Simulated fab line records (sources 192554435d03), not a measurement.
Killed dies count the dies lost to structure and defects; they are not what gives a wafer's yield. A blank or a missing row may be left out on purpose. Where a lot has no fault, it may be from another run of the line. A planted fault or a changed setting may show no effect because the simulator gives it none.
Problem report in the 8D (eight disciplines) form, filled by code :: flow n5Finfet :: the parts of the form that need people (team, actions taken, sign-off) are left out

1. THE PROBLEM
At N5_BEOL_M3_COAT_22, spinSpeedRpm averages 1316.0 rpm over 6 wafers from 2 lots, while fault-free wafers read 1500.0 rpm, standard deviation 1. That is -99 or more standard deviations from the usual mean.
The step: resist thk 30 nm.
Seen first at day 12 08:05 on lithoTrack-03, wafer L203.4. The record holds 31 wafers of 11 lots with a number at this step. The rule behind "out" and "out of limits": a value lying over 4 standard deviations away from the usual mean. Any other wafer with a number is counted as sound.

2. WHAT IT IS, AND WHAT IT ISN'T
question: which readings at this step
is: spinSpeedRpm
is not: -

question: which lots
is: L203, L205
is not: L185, L186, L187, L190, L193, L196, L200, L201, L204

question: which wafers of those lots
is: all that have a number
is not: -

question: read on which tools
is: lithoTrack-03
is not: lithoTrack-02, lithoTrack-04

question: when
is: from day 12 08:05
is not: up to then (25 sound wafers)

3. THE SUSPECTS, EACH WITH WHAT RULES IT OUT
Counting: a tool at a process step up to the reading stays a suspect if it ran every lot that is out and no sound lot after the first of them.
- lithoTrack-03 at N5_BEOL_M3_COAT_22 (resist thk 30 nm): kept. All lots that are out passed through it, beginning with L203 at day 12 08:05, and no sound lot followed; its final sound lot before that point was L204 at day 12 04:19. Out on those wafers are its own readings of spinSpeedRpm.
After counting, what remains is lithoTrack-03 at N5_BEOL_M3_COAT_22.

4. THE CAUSE (what the simulator had put in)
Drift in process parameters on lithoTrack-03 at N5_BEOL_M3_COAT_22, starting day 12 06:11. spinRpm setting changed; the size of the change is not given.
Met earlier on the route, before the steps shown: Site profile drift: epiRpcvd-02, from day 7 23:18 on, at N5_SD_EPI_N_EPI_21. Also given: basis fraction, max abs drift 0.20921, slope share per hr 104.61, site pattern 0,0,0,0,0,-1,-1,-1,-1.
This tool alone remained once counting was done.

5. THE CHAIN OF EFFECTS, in route order
Each row: a reading where the mean over the struck wafers with a number is more than 3 standard deviations away from the usual. Scope: only readings with a usual standard deviation given in the record; hours: median across lots of the time from each lot's start at the first step in this table that gives one to its start at this step; sigmas: change in usual standard deviations.
hours: 0
step: N5_BEOL_M3_COAT_22
reading: spinSpeedRpm
usual: 1500.0 rpm
on struck wafers: 1316.0
change: -184.0
sigmas: -99 or more
The process steps in it:
- N5_BEOL_M3_COAT_22: resist thk 30 nm.
Later steps that measure or inspect, where all struck wafers having a row at the step show a number for every such reading and not one has moved that far: N5_BEOL_M4_RC_MEAS_101.

6. HOW IT WOULD HAVE BEEN CAUGHT EARLIER
The fault began at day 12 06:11; the first out-of-limits reading in this record came at day 12 08:05, 2 hours later.
